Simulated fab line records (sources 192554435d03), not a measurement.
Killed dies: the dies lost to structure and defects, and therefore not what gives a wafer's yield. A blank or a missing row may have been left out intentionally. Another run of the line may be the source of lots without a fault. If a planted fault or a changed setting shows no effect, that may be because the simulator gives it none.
Which tool is to blame? | flow n5-finfet | Sampling: 10 lots, 30 wafers, 5 of 1938 route steps

WHAT THE GAUGES READ, wafer by wafer
N5_BEOL_M11_OCD_MEAS_38. Usual: 149.0 nm for trench-depth-nm, sd 2.5.
lot  | measured     | on     | trench-depth-nm (nm) | flag
L588 | day 11 11:08 | ocd-02 | 150.4 148.9 146.5    |
L589 | day 12 11:12 | ocd-02 | 146.1 147.0 145.0    |
L592 | day 13 03:37 | ocd-01 | 155.6 150.2 147.2    |
L597 | day 13 22:07 | ocd-01 | 148.0 143.6 147.9    |
L603 | day 16 14:58 | ocd-01 | 149.3 153.5 149.2    |
L606 | day 16 18:16 | ocd-02 | 148.6 154.7 150.9    |
L605 | day 17 02:32 | ocd-02 | 148.9 149.3 147.9    |
L609 | day 18 01:38 | ocd-02 | 153.5 150.0 152.5    |
L608 | day 18 01:50 | ocd-02 | 144.4 149.3 145.1    |
L610 | day 18 02:43 | ocd-02 | 152.2 152.3 151.6    |

N5_BEOL_M12_THK_MEAS_01. Usual: M12_ILD_THK gives 654 nm (standard deviation 8.8).
lot  | measured     | on            | M12_ILD_THK (nm) | flag
L588 | day 11 15:00 | film-metro-01 | 638 649 649      |
L589 | day 12 13:57 | film-metro-01 | 653 665 654      |
L592 | day 13 07:25 | film-metro-02 | 620 666 634      |
L597 | day 14 00:41 | film-metro-01 | 612 658 661      |
L603 | day 16 17:21 | film-metro-02 | 658 656 662      |
L606 | day 16 22:05 | film-metro-02 | 647 647 652      |
L605 | day 17 07:14 | film-metro-02 | 643 659 649      |
L609 | day 18 04:20 | film-metro-02 | 651 651 642      |
L608 | day 18 04:44 | film-metro-02 | 643 653 660      |
L610 | day 18 06:59 | film-metro-01 | 650 655 666      |

TOOL THAT RAN EACH LOT (tool first, then ch and the chambers of the sampled wafers, then the start)
lot  | N5_BEOL_M11_PRE_CLEAN_45     | N5_BEOL_M11_SURFACE_TREAT_76 | N5_BEOL_M12_ILD_DEP_00
L588 | pvd-sputter-02, day 11 11:45 | pvd-sputter-02, day 11 12:16 | pecvd-04 ch 0,1, day 11 14:52
L589 | pvd-sputter-02, day 12 12:03 | pvd-sputter-01, day 12 12:25 | pecvd-04 ch 0,1, day 12 13:49
L592 | pvd-sputter-02, day 13 04:47 | pvd-sputter-02, day 13 05:23 | pecvd-02 ch 0,1, day 13 07:17
L597 | pvd-sputter-02, day 13 22:44 | pvd-sputter-02, day 13 23:07 | pecvd-02 ch 0,1,2, day 14 00:34
L603 | pvd-sputter-02, day 16 15:34 | pvd-sputter-03, day 16 15:55 | pecvd-03 ch 0,2, day 16 17:13
L606 | pvd-sputter-01, day 16 18:52 | pvd-sputter-02, day 16 19:17 | pecvd-02 ch 1,2, day 16 21:58
L605 | pvd-sputter-01, day 17 05:23 | pvd-sputter-01, day 17 05:51 | pecvd-02 ch 0,2, day 17 07:07
L609 | pvd-sputter-01, day 18 02:23 | pvd-sputter-01, day 18 02:46 | pecvd-02 ch 0,2, day 18 04:12
L608 | pvd-sputter-01, day 18 02:41 | pvd-sputter-01, day 18 03:02 | pecvd-02 ch 0,2, day 18 04:34
L610 | pvd-sputter-02, day 18 03:25 | pvd-sputter-03, day 18 03:58 | pecvd-03 ch 0,2, day 18 06:52
- N5_BEOL_M11_PRE_CLEAN_45: time 30 s.
- N5_BEOL_M11_SURFACE_TREAT_76
- N5_BEOL_M12_ILD_DEP_00: deposits SiOC from DEMS/O2, target thk 658.92 nm, time 130.7 s.

AS READ BY THE TOOLS THEMSELVES (means over the sampled wafers that have a number; for cases with no such wafer, the mark the record gives instead)
N5_BEOL_M11_PRE_CLEAN_45. Usual: heater-power-w 342 W, standard deviation 49; susceptor-temp-C 249.99 C, standard deviation 0.18.
lot  | tool           | heater-power-w (W) | susceptor-temp-C (C) | flag
L588 | pvd-sputter-02 | 389                | 250.03               |
L589 | pvd-sputter-02 | 357                | 249.97               |
L592 | pvd-sputter-02 | 350                | 250.03               |
L597 | pvd-sputter-02 | 336                | 249.66               |
L603 | pvd-sputter-02 | 355                | 249.99               |
L606 | pvd-sputter-01 | 300                | 249.80               |
L605 | pvd-sputter-01 | 266                | 250.01               |
L609 | pvd-sputter-01 | 312                | 249.88               |
L608 | pvd-sputter-01 | 311                | 250.09               |
L610 | pvd-sputter-02 | 358                | 250.07               |

N5_BEOL_M12_ILD_DEP_00. Usual: heater-power-w 482 W, standard deviation 65; showerhead-plenum-p-Torr 5.694 Torr, standard deviation 0.014; susceptor-temp-C 349.99 C, standard deviation 0.2; throttle-valve-pct 12.0 %, standard deviation 0.74.
lot  | tool     | heater-power-w (W) | showerhead-plenum-p-Torr (Torr) | susceptor-temp-C (C) | throttle-valve-pct (%) | flag
L588 | pecvd-04 | 427                | 5.693                           | 349.77               | 12.3                   |
L589 | pecvd-04 | 444                | 5.699                           | 349.90               | 12.4                   |
L592 | pecvd-02 | 592                | 5.680                           | 365.23               | 12.3                   | OFF
L597 | pecvd-02 | 581                | 5.686                           | 357.43               | 11.8                   | OFF
L603 | pecvd-03 | 471                | 5.700                           | 349.86               | 12.5                   |
L606 | pecvd-02 | 547                | 5.689                           | 349.99               | 11.4                   |
L605 | pecvd-02 | 522                | 5.682                           | 350.24               | 11.8                   |
L609 | pecvd-02 | 493                | 5.687                           | 349.73               | 12.3                   |
L608 | pecvd-02 | 540                | 5.693                           | 350.11               | 11.7                   |
L610 | pecvd-03 | 475                | 5.697                           | 350.27               | 11.7                   |

THE ANSWER, worked out from the rows above alone
Rule: a lot counts as off when the mean over its wafers that have a number is more than 3 standard deviations away from the usual mean. A lot without any number at a reading at which 4 lots or more have one is off too. Where the step has rows for the other lots, those lots are counted as sound. After the gauges, taken in route order, come the tools' own readings; for these a lot's mean is taken, as printed above. At the first step where some lot is off, the reading lying furthest off is the one used; lots without a number count as furthest.
Off: L592, L597, at N5_BEOL_M12_ILD_DEP_00 (susceptor-temp-C).
If a tool, at that step or one of the process steps before it, ran each lot that is off and ran no sound lot following the first of them, it fits. Of those tried, none fits.

WHAT HAD BEEN PUT IN BY THE SIMULATOR
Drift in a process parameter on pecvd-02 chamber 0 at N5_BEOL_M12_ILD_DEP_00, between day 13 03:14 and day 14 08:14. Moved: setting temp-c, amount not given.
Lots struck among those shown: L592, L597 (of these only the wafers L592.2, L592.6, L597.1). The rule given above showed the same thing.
